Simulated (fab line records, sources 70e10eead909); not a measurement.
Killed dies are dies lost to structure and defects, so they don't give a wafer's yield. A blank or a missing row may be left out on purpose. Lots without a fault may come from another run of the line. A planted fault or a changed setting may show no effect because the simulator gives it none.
fab line records | flow nand_harc
record lots=24 wafers=72 last_day=33
route steps=1302 shown P_M1@303 P_M2@350 P_BONDPAD@352 A_START@389
lots that met no fault: from a run of the same line without faults
start_h: hours from the record's first day to the start of the lot's first wafer shown | wait_h: hours since the lot's step before | " the same as in the row above | L1.1+2: a row that stands for several wafers | - no value, or no start given | * or withheld: withheld | < > ~ a bound
route shown NAME@n: a module of which the file shows steps, and the number in the route of the first | usual: mean/standard deviation of fault-free wafers | same: alike in all rows | chamber/n: place in a boat | sites: the reading at each site | _std_site: their standard deviation | _edge_site: outer sites' mean less inner sites' | radius_mm: how far each site lies from the wafer's centre | mask NAME#n: copy n | behind: the tool/chamber that last shaped the wafer | hold: why the lot was held/for how many hours/how that ended | device: the transistor (n, p or np) that didn't switch | end of line: the same wafers' tests at the end of the route | a step without rows: its recipe alone | killed: dies lost to structure and defects at the first sort, not the wafer's yield | map: a wafer's dies, x killed, . not, _ none there
set.NAME: the setting as run; set.NAME@STEP: as run at that earlier step | model.NAME: the simulator's own value behind a step, which no gauge read
steps of the route over a sample of lots; a table a step, a row a wafer
services: from which hour (start_h, from the record's first day; less than 0 if before it) a tool's chamber was out of use, for how many hours, and why
## steps
# step NHARC_P_M1_ETCH_28
# recipe target_depth_a=300 over_etch_frac=0.3 time_s=72.99 ion_energy_ev=150 cf4_flow_sccm=50 n2_flow_sccm=100 ar_flow_sccm=150 rf_w=300 bias_w=100 chemistry=CF4/N2
# usual drypump_motor_current_A=5.7/0.61 mfc_ar_sccm=150.0/0.43 oes_product_au=1.000/0.0074 rf_vpp_V=313.2/2.2 showerhead_plenum_p_Torr=2.56/0.12 throttle_valve_pct=19.794/0.0096
# columns lot.wafer tool chamber start_h wait_h drypump_motor_current_A mfc_ar_sccm oes_product_au rf_hours_counter_h rf_vpp_V showerhead_plenum_p_Torr throttle_valve_pct
L074.1 rie_diel-08 1 - - 6.3 150.1 0.976 7 316.9 2.81 19.783
L074.4 " 2 " " 5.8 150.3 0.984 - 311.1 2.49 19.788
L074.6 " 3 " " 4.8 150.7 0.996 - 310.7 2.47 19.791
L075.3 rie_diel-08 3 - - 4.8 149.6 1.002 6 310.7 2.47 19.799
L075.4 " 0 " " 5.7 150.9 0.996 9 314.7 2.61 19.783
L075.5 " 1 " " 6.3 150.2 0.986 - 316.8 2.81 19.786
L076.3 rie_diel-11 3 - - 5.0 150.5 1.005 5 311.6 2.47 19.788
L076.5 " 2 " " 5.2 150.3 0.998 - 313.0 2.56 19.790
L076.6 " 3 " " 5.0 149.5 0.992 - 312.0 2.47 19.815
L078.4 rie_diel-08 1 - - 6.3 149.5 1.000 10 317.0 2.81 19.777
L078.3 " 3 " " 4.8 149.8 1.001 8 312.0 2.47 19.808
L078.6 " 2 " " 5.8 149.3 1.000 - 311.9 2.49 19.801
L077.3 rie_diel-11 2 - - 5.2 149.8 1.004 7 313.3 2.56 19.818
L077.2 " 3 " " 5.0 150.4 1.005 7 312.9 2.47 19.811
L077.4 " 0 " " 5.8 149.7 0.989 6 313.8 2.66 19.791
L079.3 rie_diel-08 2 - - 5.8 150.1 0.993 11 311.1 2.49 19.783
L079.4 " 3 " " 4.8 150.2 1.004 9 311.6 2.47 19.804
L079.5 " 1 " " 6.3 150.2 1.003 - 319.4 2.81 19.788
L080.1 rie_diel-01 2 - - 6.4 150.5 1.004 43 310.7 2.45 19.792
L080.6 " 0 " " 4.9 150.1 1.013 - 311.6 2.45 19.804
L080.5 " 1 " " 6.2 149.8 0.999 - 316.5 2.76 19.778
L081.4 rie_diel-11 3 - - 5.1 149.7 1.006 10 310.4 2.47 19.802
L081.2 " 0 " " 5.9 150.0 1.001 9 315.2 2.66 19.802
L081.5 " 0 " " 5.9 150.5 1.012 - 314.1 2.66 19.785
L083.4 rie_diel-11 2 - - 5.2 149.9 0.997 11 313.6 2.56 19.798
L083.1 " 3 " " 5.0 149.1 1.002 11 313.2 2.47 19.791
L083.5 " 1 " " 6.7 149.6 0.985 - 312.7 2.53 19.788
L082.3 rie_diel-11 1 - - 6.7 149.6 0.988 10 313.0 2.53 19.781
L082.4 " 3 " " 5.1 150.0 1.002 11 311.9 2.47 19.798
L082.6 " 1 " " 6.7 149.5 0.999 - 314.0 2.53 19.804
L084.2 rie_diel-08 2 - - 5.8 149.4 0.995 1 311.3 2.49 19.790
L084.3 " 3 " " 4.8 150.1 1.009 1 311.8 2.46 19.786
L084.5 " 1 " " 6.3 150.4 1.001 - 317.4 2.80 19.801
L085.4 rie_diel-08 2 - - 5.8 151.4 0.998 2 312.3 2.49 19.788
L085.1 " 0 " " 5.7 149.6 0.989 3 314.3 2.61 19.786
L085.3 " 1 " " 6.3 149.3 0.997 2 318.2 2.80 19.791
L086.1 rie_diel-01 0 - - 4.8 150.4 0.999 15 311.5 2.45 19.805
L086.3 " 1 " " 6.2 150.4 1.005 12 315.9 2.76 19.787
L086.4 " 2 " " 6.4 150.0 1.009 12 310.7 2.44 19.804
L088.2 rie_diel-01 1 - - 6.3 149.6 1.009 20 316.8 2.75 19.791
L088.3 " 2 " " 6.4 150.0 0.998 20 312.8 2.44 19.794
L088.6 " 1 " " 6.2 150.5 0.993 - 316.7 2.75 19.792
L087.4 rie_diel-01 1 - - 6.3 150.4 0.994 20 317.0 2.75 19.794
L087.2 " 2 " " 6.3 149.7 0.997 21 310.2 2.44 19.790
L087.1 " 0 " " 4.8 149.9 0.999 25 311.1 2.44 19.804
L089.3 rie_diel-01 3 - - 6.1 149.2 0.998 25 312.8 2.47 19.795
L089.2 " 0 " " 4.8 149.7 0.997 25 311.4 2.44 19.795
L089.6 " 2 " " 6.4 151.1 0.997 - 311.5 2.44 19.793
L090.3 rie_diel-01 1 - - 6.2 149.7 1.003 24 316.1 2.75 19.787
L090.1 " 3 " " 6.0 149.7 1.008 28 310.7 2.47 19.798
L090.5 " 0 " " 4.8 150.0 1.017 - 310.9 2.44 19.801
L091.3 rie_diel-01 0 - - 4.9 149.5 0.998 29 309.6 2.44 19.801
L091.1 " 1 " " 6.3 149.6 0.997 25 315.5 2.75 19.793
L091.6 " 3 " " 6.0 149.8 0.987 - 311.8 2.47 19.794
L092.2 rie_diel-11 1 - - 6.7 150.1 0.999 3 313.0 2.52 19.775
L092.1 " 2 " " 5.2 150.0 1.005 3 313.4 2.56 19.800
L092.3 " 0 " " 5.9 150.6 0.998 3 314.4 2.66 19.802
L093.4 rie_diel-08 2 - - 5.8 150.0 1.007 8 312.8 2.49 19.783
L093.1 " 1 " " 6.3 149.9 1.013 7 316.8 2.80 19.799
L093.5 " 2 " " 5.8 150.2 1.010 - 312.5 2.49 19.794
L094.1 rie_diel-08 2 - - 5.8 149.8 1.008 8 313.4 2.49 19.793
L094.4 " 3 " " 4.8 149.8 0.998 9 312.1 2.46 19.802
L094.6 " 3 " " 4.8 149.5 1.004 - 310.7 2.46 19.791
L095.1 rie_diel-11 2 - - 5.2 149.9 1.010 6 312.4 2.56 19.790
L095.3 " 3 " " 5.0 149.8 0.996 6 310.9 2.47 19.787
L095.5 " 1 " " 6.7 150.6 1.006 - 312.9 2.52 19.795
L096.3 rie_diel-08 3 - - 4.8 149.2 1.007 11 311.3 2.46 19.775
L096.4 " 0 " " 5.7 149.5 0.992 9 312.4 2.61 19.798
L096.5 " 2 " " 5.8 149.8 0.998 - 312.1 2.49 19.801
L097.1 rie_diel-01 1 - - 6.2 149.4 1.006 48 315.0 2.74 19.802
L097.4 " 0 " " 4.8 149.6 0.996 - 310.7 2.43 19.793
L097.5 " 1 " " 6.3 150.1 1.003 - 315.2 2.74 19.781
# step NHARC_P_M2_DEP_33
# recipe target_thk_a=300 temp_c=370 target_thk_nm=30 pressure_torr=3 flow_sccm=200 rf_w=450 material=SiCN
# usual chamber_pressure_Torr=3.000/0.0076 heater_power_outer_w=365/66 heater_power_w=615/97
# columns lot.wafer tool chamber start_h wait_h chamber_pressure_Torr heater_power_outer_w heater_power_w
L074.1 pecvd-02 1 130.96 0.1 3.004 339 543
L074.6 " 0 " " 3.008 290 504
L074.4 " 1 " " 3.006 250 429
L075.3 pecvd-03 1 142.59 0.1 2.986 313 502
L075.5 " 2 " " 3.005 260 470
L075.4 " 0 " " 2.998 267 493
L076.3 pecvd-03 2 155.51 0.1 2.994 251 467
L076.5 " 1 " " 2.989 298 495
L076.6 " 2 " " 3.003 251 463
L078.3 pecvd-01 0 169.10 0.1 2.997 357 663
L078.6 " 2 " " 3.009 475 735
L078.4 " 0 " " 3.009 363 650
L077.3 pecvd-02 2 169.95 0.1 2.994 402 631
L077.2 " 1 " " 3.004 327 536
L077.4 " 2 " " 2.997 393 632
L079.3 pecvd-02 0 184.80 0.1 2.994 321 547
L079.4 " 0 " " 3.000 325 562
L079.5 " 2 " " 3.003 426 673
L080.1 pecvd-02 1 189.54 0.1 2.990 331 545
L080.6 " 0 " " 3.005 367 608
L080.5 " 2 " " 2.997 382 619
L081.2 pecvd-01 0 199.56 0.1 2.994 382 686
L081.5 " 2 " " 2.996 424 666
L081.4 " 0 " " 2.986 384 700
L083.1 pecvd-01 1 215.35 0.1 3.004 403 697
L083.5 " 2 " " 2.986 497 774
L083.4 " 0 " " 2.995 437 745
L082.3 pecvd-02 1 216.57 0.1 3.006 299 499
L082.6 " 1 " " 3.013 293 487
L082.4 " 2 " " 3.005 402 635
L084.2 pecvd-01 0 227.11 0.1 3.011 394 687
L084.3 " 1 " " 3.002 319 597
L084.5 " 1 " " 2.996 328 610
L085.3 pecvd-01 1 239.78 0.1 2.993 363 665
L085.1 " 2 " " 3.003 498 808
L085.4 " 1 " " 2.998 362 661
L086.3 pecvd-02 2 253.12 0.1 3.005 391 629
L086.1 " 1 " " 2.989 277 453
L086.4 " 2 " " 2.999 397 653
L088.2 pecvd-01 1 279.29 0.1 2.998 319 602
L088.3 " 2 " " 3.001 489 760
L088.6 " 1 " " 2.995 328 625
L087.2 pecvd-01 2 279.93 0.1 2.996 453 720
L087.1 " 0 " " 3.007 407 726
L087.4 " 1 " " 3.009 387 699
L089.2 pecvd-01 0 280.63 0.1 2.989 429 739
L089.3 " 1 " " 3.010 391 675
L089.6 " 2 " " 3.010 462 703
L090.1 pecvd-02 1 295.59 0.1 3.005 309 509
L090.3 " 2 " " 3.003 386 619
L090.5 " 2 " " 2.998 399 626
L091.1 pecvd-01 1 304.18 0.1 2.983 355 644
L091.3 " 0 " " 3.001 345 638
L091.6 " 0 " " 2.999 352 620
L092.2 pecvd-02 0 312.81 0.1 2.989 333 581
L092.1 " 1 " " 2.999 291 480
L092.3 " 2 " " 3.004 405 639
L093.1 pecvd-02 1 322.84 0.1 3.010 251 406
L093.4 " 2 " " 3.006 397 650
L093.5 " 0 " " 2.989 364 617
L094.1 pecvd-01 2 330.17 0.1 2.994 487 768
L094.4 " 0 " " 2.998 379 670
L094.6 " 1 " " 3.004 399 671
L095.1 pecvd-02 0 341.60 0.1 2.999 371 618
L095.3 " 1 " " 3.000 247 422
L095.5 " 1 " " 3.000 251 424
L096.3 pecvd-02 2 348.87 0.1 3.009 382 612
L096.4 " 0 " " 3.004 289 519
L096.5 " 2 " " 3.002 376 633
L097.1 pecvd-02 2 362.82 0.1 3.008 384 607
L097.5 " 0 " " 2.991 322 552
L097.4 " 1 " " 2.991 306 491
# step NHARC_P_BONDPAD_CMP_32
# recipe target_thk_nm=200 material=SiCN
# usual motor_current_A=11.8/1.1 slurry_flow_ml_min=150.0/0.47
# columns lot.wafer tool chamber start_h wait_h motor_current_A slurry_flow_ml_min
L074.1 cmp-04 2 131.67 - 13.6 149.3
L074.4 " 0 " " 10.3 149.8
L074.6 " 2 " " 13.9 149.3
L075.4 cmp-03 1 143.33 - 12.2 150.4
L075.3 " 2 " " 11.8 150.9
L075.5 " 2 " " 12.0 150.5
L076.3 cmp-03 2 156.24 - 12.1 150.2
L076.5 " 2 " " 12.4 150.0
L076.6 " 3 " " 12.3 150.3
L078.3 cmp-04 1 169.88 - 10.6 149.1
L078.4 " 2 " " 13.9 149.9
L078.6 " 1 " " 11.1 150.4
L077.2 cmp-04 0 170.78 - 9.5 149.9
L077.4 " 1 " " 10.4 149.6
L077.3 " 2 " " 13.6 149.9
L079.4 cmp-03 0 185.62 - 11.3 150.1
L079.3 " 2 " " 11.3 149.8
L079.5 " 1 " " 12.0 149.3
L080.1 cmp-03 0 190.51 - 11.0 148.9
L080.5 " 1 " " 11.8 149.4
L080.6 " 2 " " 12.1 149.8
L081.4 cmp-02 3 200.34 - 9.8 149.8
L081.2 " 1 " " 10.3 149.6
L081.5 " 3 " " 9.6 150.5
L083.4 cmp-04 0 216.08 - 10.2 150.1
L083.1 " 2 " " 14.2 150.1
L083.5 " 0 " " 10.1 149.8
L082.4 cmp-03 2 217.37 - 11.9 149.8
L082.3 " 0 " " 11.3 150.2
L082.6 " 3 " " 12.7 149.7
L084.2 cmp-04 2 227.93 - 13.7 149.7
L084.3 " 0 " " 10.4 150.3
L084.5 " 3 " " 10.4 149.7
L085.1 cmp-03 0 240.62 - 11.0 151.1
L085.4 " 1 " " 11.9 149.9
L085.3 " 2 " " 11.8 150.1
L086.3 cmp-02 2 253.93 - 13.4 151.4
L086.4 " 0 " " 13.0 149.9
L086.1 " 1 " " 9.8 149.5
L088.2 cmp-03 2 280.16 - 12.1 150.3
L088.3 " 0 " " 11.4 149.5
L088.6 " 1 " " 12.1 149.8
L087.1 cmp-02 0 280.71 - 12.4 150.4
L087.4 " 2 " " 13.9 149.2
L087.2 " 3 " " 10.4 150.1
L089.2 cmp-03 2 281.41 - 12.7 149.5
L089.3 " 3 " " 12.8 149.7
L089.6 " 2 " " 11.8 150.3
L090.3 cmp-03 2 296.40 - 12.4 149.7
L090.1 " 3 " " 12.4 151.0
L090.5 " 2 " " 11.8 149.9
L091.1 cmp-03 1 305.00 - 12.5 149.0
L091.3 " 0 " " 11.6 149.3
L091.6 " 1 " " 11.8 150.1
L092.3 cmp-02 1 313.71 - 10.4 149.3
L092.2 " 2 " " 14.1 150.1
L092.1 " 0 " " 12.7 150.0
L093.1 cmp-03 1 323.61 - 11.7 149.6
L093.4 " 3 " " 12.2 151.0
L093.5 " 1 " " 12.6 149.9
L094.1 cmp-03 3 330.93 - 12.7 149.8
L094.4 " 0 " " 11.4 149.5
L094.6 " 2 " " 11.6 149.9
L095.1 cmp-03 2 342.40 - 12.1 149.5
L095.3 " 0 " " 11.1 150.0
L095.5 " 2 " " 12.0 149.7
L096.4 cmp-04 0 349.65 - 9.5 150.4
L096.3 " 1 " " 10.6 150.2
L096.5 " 3 " " 10.6 151.2
L097.1 cmp-02 1 363.59 - 10.3 150.1
L097.4 " 3 " " 10.0 150.4
L097.5 " 1 " " 9.8 149.8
# step NHARC_P_BONDPAD_OVL_MEAS_38
# usual overlay_x_nm=-1/6.4 overlay_y_nm=1/4.8
# columns lot.wafer tool chamber start_h wait_h overlay_x_nm overlay_y_nm
L074.1 overlay-01 - 132.44 - 7 6
L074.4 " - " " 7 6
L074.6 " - " " 7 6
L075.3 overlay-01 - 144.11 - 3 -1
L075.4 " - " " 3 -1
L075.5 " - " " 3 -1
L076.3 overlay-01 - 157.15 - -1 1
L076.5 " - " " -1 1
L076.6 " - " " -2 1
L078.3 overlay-02 - 170.79 - -4 2
L078.4 " - " " -5 2
L078.6 " - " " -4 1
L077.2 overlay-01 - 171.68 - -7 1
L077.3 " - " " -7 2
L077.4 " - " " -7 2
L079.3 overlay-02 - 186.40 - -2 0
L079.4 " - " " -2 0
L079.5 " - " " -2 -1
L080.1 overlay-01 - 191.34 - -9 10
L080.5 " - " " -10 10
L080.6 " - " " -9 10
L081.2 overlay-02 - 201.25 - -7 7
L081.4 " - " " -7 6
L081.5 " - " " -7 6
L083.1 overlay-01 - 216.96 - -10 -4
L083.4 " - " " -10 -4
L083.5 " - " " -11 -4
L082.3 overlay-01 - 218.15 - 1 9
L082.4 " - " " 1 9
L082.6 " - " " 1 9
L084.2 overlay-02 - 228.85 - -17 0
L084.3 " - " " -17 0
L084.5 " - " " -17 0
L085.1 overlay-01 - 241.38 - 5 0
L085.3 " - " " 5 0
L085.4 " - " " 5 0
L086.1 overlay-01 - 254.72 - 4 -2
L086.3 " - " " 4 -2
L086.4 " - " " 4 -3
L088.2 overlay-02 - 281.04 - 1 1
L088.3 " - " " 1 0
L088.6 " - " " 1 0
L087.1 overlay-01 - 281.61 - 2 2
L087.2 " - " " 2 2
L087.4 " - " " 2 2
L089.2 overlay-02 - 282.31 - -3 2
L089.3 " - " " -3 3
L089.6 " - " " -2 3
L090.1 overlay-02 - 297.17 - 7 -2
L090.3 " - " " 7 -2
L090.5 " - " " 7 -2
L091.1 overlay-02 - 305.79 - -1 6
L091.3 " - " " -2 6
L091.6 " - " " -1 6
L092.1 overlay-02 - 314.61 - 9 -5
L092.2 " - " " 9 -4
L092.3 " - " " 9 -5
L093.1 overlay-01 - 324.35 - -6 4
L093.4 " - " " -6 3
L093.5 " - " " -6 3
L094.1 overlay-01 - 331.80 - -5 7
L094.4 " - " " -6 7
L094.6 " - " " -5 7
L095.1 overlay-02 - 343.15 - 0 -8
L095.3 " - " " 0 -9
L095.5 " - " " 1 -8
L096.3 overlay-02 - 350.52 - 10 -4
L096.4 " - " " 10 -3
L096.5 " - " " 10 -4
L097.1 overlay-02 - 364.46 - -5 -8
L097.4 " - " " -6 -8
L097.5 " - " " -6 -8
# step NHARC_P_BONDPAD_PRE_CLEAN_26
# recipe time_s=30 temp_c=280 gas=H2/He
# usual heater_power_w=388/43
# columns lot.wafer tool chamber start_h wait_h heater_power_w
L074.4 pvd_sputter-03 - - - 375
L074.1 " - " " 416
L074.6 " - " " 436
L075.4 pvd_sputter-01 - - - 383
L075.3 " - " " 449
L075.5 " - " " 381
L076.3 pvd_sputter-03 - - - 328
L076.5 " - " " 413
L076.6 " - " " 337
L078.3 pvd_sputter-02 - - - 326
L078.4 " - " " 442
L078.6 " - " " 316
L077.2 pvd_sputter-01 - - - 387
L077.3 " - " " 449
L077.4 " - " " 383
L079.4 pvd_sputter-03 - - - 411
L079.3 " - " " 404
L079.5 " - " " 315
L080.1 pvd_sputter-02 - - - 415
L080.6 " - " " 359
L080.5 " - " " 411
L081.2 pvd_sputter-01 - - - 383
L081.4 " - " " 381
L081.5 " - " " 380
L083.1 pvd_sputter-02 - - - 413
L083.4 " - " " 325
L083.5 " - " " 324
L082.3 pvd_sputter-03 - - - 413
L082.4 " - " " 313
L082.6 " - " " 414
L084.3 pvd_sputter-02 - - - 322
L084.2 " - " " 377
L084.5 " - " " 323
L085.4 pvd_sputter-01 - - - 395
L085.1 " - " " 377
L085.3 " - " " 482
L086.1 pvd_sputter-01 - - - 471
L086.3 " - " " 392
L086.4 " - " " 387
L088.3 pvd_sputter-03 - - - 405
L088.2 " - " " 310
L088.6 " - " " 356
L087.2 pvd_sputter-03 - - - 410
L087.1 " - " " 419
L087.4 " - " " 353
L089.3 pvd_sputter-01 - - - 377
L089.2 " - " " 398
L089.6 " - " " 374
L090.3 pvd_sputter-03 - - - 420
L090.1 " - " " 355
L090.5 " - " " 319
L091.3 pvd_sputter-03 - - - 354
L091.1 " - " " 416
L091.6 " - " " 315
L092.1 pvd_sputter-03 - - - 409
L092.3 " - " " 348
L092.2 " - " " 412
L093.4 pvd_sputter-02 - - - 429
L093.1 " - " " 343
L093.5 " - " " 362
L094.1 pvd_sputter-02 - - - 376
L094.4 " - " " 422
L094.6 " - " " 427
L095.1 pvd_sputter-01 - - - 384
L095.3 " - " " 494
L095.5 " - " " 390
L096.4 pvd_sputter-02 - - - 335
L096.3 " - " " 377
L096.5 " - " " 430
L097.1 pvd_sputter-02 - - - 419
L097.4 " - " " 334
L097.5 " - " " 377
# step NHARC_A_START_INSPECT_01
# usual raw_defect_count=3.5/1.8
# columns lot.wafer tool chamber start_h wait_h raw_defect_count
L074.1 defect_inspect-02 - 135.65 - 3
L074.4 " - " " 2
L074.6 " - " " 4
L075.3 defect_inspect-02 - 147.27 - 5
L075.4 " - " " 6
L075.5 " - " " 3
L076.3 defect_inspect-02 - 160.32 - 9
L076.5 " - " " 5
L076.6 " - " " 2
L078.3 defect_inspect-01 - 173.95 - 3
L078.4 " - " " 3
L078.6 " - " " 5
L077.2 defect_inspect-01 - 174.82 - 3
L077.3 " - " " 4
L077.4 " - " " 0
L079.3 defect_inspect-02 - 189.54 - 4
L079.4 " - " " 4
L079.5 " - " " 7
L080.1 defect_inspect-02 - 194.77 - 2
L080.5 " - " " 5
L080.6 " - " " 4
L081.2 defect_inspect-02 - 204.44 - 4
L081.4 " - " " 3
L081.5 " - " " 9
L083.1 defect_inspect-01 - 220.11 - 1
L083.4 " - " " 2
L083.5 " - " " 3
L082.3 defect_inspect-01 - 221.33 - 2
L082.4 " - " " 6
L082.6 " - " " 0
L084.2 defect_inspect-01 - 232.02 - 3
L084.3 " - " " 4
L084.5 " - " " 2
L085.1 defect_inspect-01 - 244.51 - 3
L085.3 " - " " 2
L085.4 " - " " 4
L086.1 defect_inspect-02 - 257.88 - 5
L086.3 " - " " 3
L086.4 " - " " 1
L088.2 defect_inspect-02 - 284.18 - 4
L088.3 " - " " 4
L088.6 " - " " 1
L087.1 defect_inspect-01 - 284.78 - 1
L087.2 " - " " 2
L087.4 " - " " 2
L089.2 defect_inspect-02 - 285.46 - 0
L089.3 " - " " 4
L089.6 " - " " 2
L090.1 defect_inspect-02 - 300.34 - 3
L090.3 " - " " 3
L090.5 " - " " 3
L091.1 defect_inspect-01 - 308.98 - 2
L091.3 " - " " 3
L091.6 " - " " 4
L092.1 defect_inspect-02 - 317.75 - 5
L092.2 " - " " 3
L092.3 " - " " 5
L093.1 defect_inspect-02 - 327.52 - 3
L093.4 " - " " 6
L093.5 " - " " 2
L094.1 defect_inspect-02 - 334.96 - 5
L094.4 " - " " 6
L094.6 " - " " 4
L095.1 defect_inspect-02 - 346.29 - 5
L095.3 " - " " 2
L095.5 " - " " 3
L096.3 defect_inspect-01 - 353.65 - 8
L096.4 " - " " 3
L096.5 " - " " 7
L097.1 defect_inspect-01 - 367.64 - 3
L097.4 " - " " 3
L097.5 " - " " 5
## services
# columns tool chamber start_h hours kind
rie_diel-01 2 103.38 2.7 repair
pvd_sputter-02 - 104.00 10.0 pm
rie_diel-08 0 122.08 2.7 repair
pecvd-01 - 130.00 13.0 pm
cmp-03 - 163.86 4.0 pm
pvd_sputter-03 - 170.13 10.0 pm
cmp-03 - 178.37 2.5 repair
pecvd-01 - 182.27 14.2 repair
rie_diel-08 - 190.83 9.0 pm
pvd_sputter-03 - 192.50 1.2 repair
cmp-03 - 197.28 0.6 repair
pecvd-02 - 227.38 13.0 pm
rie_diel-08 3 234.92 3.8 repair
cmp-03 - 244.84 2.9 repair
cmp-03 - 261.86 4.0 pm
rie_diel-08 0 270.70 6.7 repair
pecvd-02 - 288.75 0.5 repair
pecvd-01 - 311.00 13.0 pm
pvd_sputter-03 - 317.44 3.2 repair
pvd_sputter-03 - 321.47 2.4 repair
cmp-03 - 324.32 0.7 repair
pvd_sputter-03 - 348.13 10.0 pm
rie_diel-08 3 354.14 41.6 repair
cmp-03 - 359.86 4.0 pm
## key
fault none
